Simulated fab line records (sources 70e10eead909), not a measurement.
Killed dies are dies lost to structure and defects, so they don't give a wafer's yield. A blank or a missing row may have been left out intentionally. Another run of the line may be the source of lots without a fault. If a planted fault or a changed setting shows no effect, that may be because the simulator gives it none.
Problem report, 8D (eight disciplines) form, completed by code / flow nand harc / the parts of the form that need people (team, actions taken, sign-off) are left out

## 1. PROBLEM STATEMENT
killed at periphery at NHARC_END_SORT_01 reads a mean of 653.5 on 6 wafers of 2 lots; wafers without a fault read 2.8 with a standard deviation of 1.9. That is +99 or more standard deviations from the usual mean.
Earliest sighting: wafer L643.2 on prober-01 at day 21 02:32. At this step, 9 wafers from 3 lots have a number in the record. The rule behind "out" and "out of limits": a value lying over 4 standard deviations away from the usual mean. All remaining wafers that have a number are taken as sound.

## 2. WHAT IT IS, AND WHAT IT ISN'T
question=which readings at this step | is=killed at periphery, killed dies | is not=killed at array, killed at other, killed open, killed short
question=which lots | is=L642, L643 | is not=L650
question=which wafers of those lots | is=all that have a number | is not=-
question=read on which gauges | is=prober-01, prober-02 | is not=-
question=when | is=from day 21 02:32 | is not=up to then (0 sound wafers); but 3 sound wafers of L650 came after

## 3. THE SUSPECTS, EACH WITH WHAT RULES IT OUT
Counting: a tool stays on the suspect list if, at a process step up to the reading, it processed all lots that are out and no sound lot following the first of them.
- the gauge at NHARC_END_SORT_01 is ruled out. Those wafers that are out were read across 2 gauges (prober-01, prober-02).
- krf scanner-03 at NHARC_P_ZERO_WELL_EXPOSE_34 (exposes mask P PWELL, target cd 720 nm): kept. It ran every lot that is out, first L642 (day 3 04:05), and no sound lot after that.
- pvd sputter-02 at NHARC_A_BONDPAD_PVD_17 (deposits TaN, target thk 5 nm, time 8.06 s): kept. It ran every lot that is out, first L642 (day 19 21:34), and no sound lot after that. NHARC_A_BONDPAD_PVD_17 gives no start for some lots, so the hours and the order of its lots are those of NHARC_A_BONDPAD_ANNEAL_28.
After counting, krf scanner-03 at NHARC_P_ZERO_WELL_EXPOSE_34 and pvd sputter-02 at NHARC_A_BONDPAD_PVD_17 remain.

## 4. THE CAUSE (what the simulator had put in)
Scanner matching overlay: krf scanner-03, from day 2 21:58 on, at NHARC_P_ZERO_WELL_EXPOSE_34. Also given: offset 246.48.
After counting, 2 suspects remain, this tool included.

## 5. THE EFFECT CHAIN, in route order
Each row: a reading where the mean over the struck wafers with a number is more than 3 standard deviations away from the usual. Only readings whose record carries a usual standard deviation are examined. hours: median over the lots of the time between each lot's start at the first step of this table that gives one and its start at this step. sigmas: the change, counted in usual standard deviations.
hours=0; step=NHARC_END_SORT_01; reading=killed at periphery; usual=2.8; on struck wafers=653.5; change=+650.7; sigmas=+99 or more
hours=0; step=NHARC_END_SORT_01; reading=killed dies; usual=30; on struck wafers=677; change=+647; sigmas=+59

## 6. WHAT WOULD HAVE CAUGHT IT SOONER
In this record the first reading out of limits at a measuring or inspecting step was taken at day 21 02:32, 437 hours after the fault began at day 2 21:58.
By day 21 02:32 the whole set of lots that are out, 2 in number, had already begun NHARC_P_ZERO_WELL_EXPOSE_34 on krf scanner-03. Had the tool been put on hold then, not one of them would have been saved.
